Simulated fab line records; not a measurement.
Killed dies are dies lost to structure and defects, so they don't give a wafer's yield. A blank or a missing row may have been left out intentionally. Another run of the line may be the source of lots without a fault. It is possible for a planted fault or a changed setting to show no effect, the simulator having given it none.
Struck lot and sound lot, side by side	flow nand-harc	16 steps out of a route of 1302
Sound: wafers L844.3, L844.4, L844.6. Wafers L847.1, L847.4, L847.5 were the ones struck. The cause comes at the end.
Each step with rows lists, per side, the tool, then ch with its chambers, then its first start. Under that, the readings that differ: sound wafers	struck wafers	difference of the means	sigmas: that difference in standard deviations of wafers without a fault.
alike: words and numbers the same on both sides, and readings whose means are apart by under 2 such deviations; not compared: readings that were withheld, readings missing a value for some wafer, numbers with overlapping values and no deviation given by the record, and bounds like >300 which may hide the same value.
Wherever a step has rows on one side only, a row that says differs or no value, or a row with sigmas, the two part there. Non-overlapping numbers with no deviation appear without sigmas and do not part them. Lack of a reading on every wafer of one side parts them only where that side has two or more wafers.

first, 1 step without rows for these wafers: NHARC_P_M2_ETCH_35 (etches the open film in N2/H2, target depth 40 nm, overetch 12 nm, time 43.94 s).
NHARC_P_M2_ETCH_15: etches the open film in C4F8/Ar, target depth 182.5 nm, time 91.2 s.
  sound on rie-diel-01 ch 0,2,3; struck on rie-diel-01 ch 2,3
  alike: chamber-pressure-mTorr, oes-product-au, rf-vpp-V
  not compared: rf-hours-counter-h
NHARC_P_M2_CD_MEAS_16:
  sound: cd-sem-02 at day 10 03:01; struck: cd-sem-03 at day 11 13:43
  alike: cd-nm
then, 1 step without rows for these wafers: NHARC_P_M2_STRIP_18 (strips in N2/H2).
NHARC_P_M2_ETCH_28: etches the open film in CF4/N2, target depth 30 nm, time 72.99 s.
  sound on rie-diel-01 ch 0,3; struck on rie-diel-01 ch 1,3
  alike: chamber-pressure-mTorr, drypump-motor-current-A, mfc-ar-sccm, oes-product-au, rf-vpp-V, showerhead-plenum-p-Torr, throttle-valve-pct
  not compared: rf-hours-counter-h
then, 2 steps without rows for these wafers: NHARC_P_M2_STRIP_19 (strips in post etch residue remover, time 600 s); NHARC_P_M2_DEGAS_29 (time 60 s).
NHARC_P_M2_PRE_CLEAN_30: time 30 s.
  sound on pvd-sputter-03; struck on pvd-sputter-02
  alike: heater-power-w
then, 1 step without rows for these wafers: NHARC_P_M2_PVD_20 (deposits TaN, target thk 5 nm, time 8.06 s).
NHARC_P_M2_PVD_21: deposits Cu, target thk 30 nm, time 20.49 s.
  sound on pvd-sputter-03; struck on pvd-sputter-02
  alike: throttle-valve-pct
then, 1 step without rows for these wafers: NHARC_P_M2_ECD_22 (material Cu, target thk 400 nm).
NHARC_P_M2_ANNEAL_31: time 90 s.
  sound on rtp-anneal-01 ch 0, day 10 04:38; struck on rtp-anneal-01 ch 0, day 11 15:10
  alike: wafer_temp_C_max
NHARC_P_M2_CMP_23: polishes, t overpolish 20 s, target thk 144.3 nm.
  sound on cmp-01 ch 1,2,3, day 10 04:56; struck on cmp-03 ch 0,1,3, day 11 15:32
  no value came back on the struck wafers for edge-zone-pressure-frac, motor-current-A (A), time-to-endpoint-s (s); on the sound wafers edge-zone-pressure-frac reads 1.000 1.003 1.007
NHARC_P_M2_THK_MEAS_24: measures by xrf.
  sound: film-metro-01 at day 10 05:11; struck: film-metro-02 at day 11 15:50
reading	sound	struck	difference	sigmas
thk-nm (nm)	144.1 144.8 143.9	397.2 400.9 400.6	+255.3	+99 or more
next, for these wafers, 1 step has no rows: NHARC_P_M2_SRD_25.
-- record jumps: 18 days between struck wafers' starts before vs after; left off in module P_M2, resumes in module END, first step shown is number 1302 of the route --
NHARC_END_SORT_01:
  at this point the record logs the struck wafers (prober-01 ch 0, day 29 18:07) and has no rows for the sound ones

== WHERE THEY PART ==
Earliest at NHARC_P_M2_CMP_23; latest, in this record, at NHARC_END_SORT_01.

WHY: the cause the simulator had injected
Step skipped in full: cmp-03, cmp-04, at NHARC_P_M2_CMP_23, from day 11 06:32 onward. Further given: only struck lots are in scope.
